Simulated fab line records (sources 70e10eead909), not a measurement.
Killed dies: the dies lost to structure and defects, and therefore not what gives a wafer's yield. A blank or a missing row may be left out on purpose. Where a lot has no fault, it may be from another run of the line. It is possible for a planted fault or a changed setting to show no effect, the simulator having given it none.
Code-filled problem report in 8D (eight disciplines) form + flow nand-harc + the parts of the form that need people (team, actions taken, sign-off) are left out

== 1. PROBLEM STATEMENT ==
Mean of killed-dies at NHARC_END_SORT_01: 306 across 4 wafers in 3 lots; on wafers with no fault it is 58 (standard deviation 18). That puts it +14 standard deviations away from the usual mean.
First seen on wafer L753.5, day 26 20:38, on prober-02. At this step, 9 wafers from 3 lots have a number in the record. The rule behind "out" and "out of limits": a value lying over 4 standard deviations away from the usual mean. All remaining wafers that have a number are taken as sound.

== 2. WHAT IT IS, WHAT IT ISN'T ==
| question                    | is                             | is not                                                                        |
|-----------------------------|--------------------------------|-------------------------------------------------------------------------------|
| which readings at this step | killed-dies, killed-at-array   | killed-at-other, killed-at-periphery, killed-open, killed-short               |
| which lots                  | L753, L754, L755               | -                                                                             |
| which wafers of those lots  | L753.5, L754.1, L754.5, L755.1 | L753.2, L753.6, L754.2, L755.2, L755.4                                        |
| read on which gauges        | prober-01, prober-02           | -                                                                             |
| when                        | from day 26 20:38              | up to then (1 sound wafer); but 4 sound wafers of L753, L754, L755 came after |

== 3. WHAT RULES OUT EACH SUSPECT ==
Counting: if a tool at a process step up to the reading ran every lot that is out, it stays a suspect. Sound lots after the first of them don't rule it out here, since some wafers of a struck lot are sound.
- ruled out: the gauge at NHARC_END_SORT_01. 2 gauges (prober-01, prober-02) read the wafers that are out.
- rie-diel-12 at NHARC_A_CONTACT_ETCH_77 (etches the open film in CF4/CHF3, target depth 108.9 nm, time 54.5 s): kept. It ran every lot that is out, first L753 (day 24 05:14). Its own run-length-s readings are out on those wafers.
The count leaves rie-diel-12 at NHARC_A_CONTACT_ETCH_77.

== 4. THE CAUSE (what the simulator had put in) ==
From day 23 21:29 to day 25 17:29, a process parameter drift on rie-diel-12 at NHARC_A_CONTACT_ETCH_77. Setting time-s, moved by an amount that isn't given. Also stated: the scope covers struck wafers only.
This tool alone remained once counting was done.

== 5. SEQUENCE OF EFFECTS, ordered by route ==
Each row: a reading where the mean over the struck wafers with a number is more than 3 standard deviations away from the usual. Readings are gone through only where the record gives a usual standard deviation; hours: the median, over the lots, of the time from a lot's start at the first step in this table giving one to that lot's start at this step; sigmas: the change measured in usual standard deviations.
| hours | step                    | reading         | usual  | on struck wafers | change | sigmas |
|-------|-------------------------|-----------------|--------|------------------|--------|--------|
| 0     | NHARC_A_CONTACT_ETCH_77 | run-length-s    | 75.9 s | 64.8             | -11.1  | -28    |
| 60    | NHARC_END_SORT_01       | killed-at-array | 53     | 302              | +249   | +14    |
| 60    | NHARC_END_SORT_01       | killed-dies     | 58     | 306              | +248   | +14    |
Here are the process steps it includes:
- NHARC_A_CONTACT_ETCH_77: etches the open film in CF4/CHF3, target depth 108.9 nm, time 54.5 s.
Readings that are blank on the struck wafers while sound wafers have them: rf-fwd-power-W at NHARC_A_CONTACT_ETCH_77.

== 6. HOW IT WOULD HAVE BEEN CAUGHT EARLIER ==
71 hours passed between the start of the fault at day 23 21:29 and the first reading out of limits at a measuring or inspecting step in this record, taken at day 26 20:38.
At NHARC_A_CONTACT_ETCH_77, the tool's own readings (run-length-s) were out on each struck wafer the step has a row for, so an alarm limit on them would have fired on the first such wafer.
Lots out: 3; all had begun NHARC_A_CONTACT_ETCH_77 on rie-diel-12 by day 26 20:38. None of them would have been spared by holding the tool at that moment.
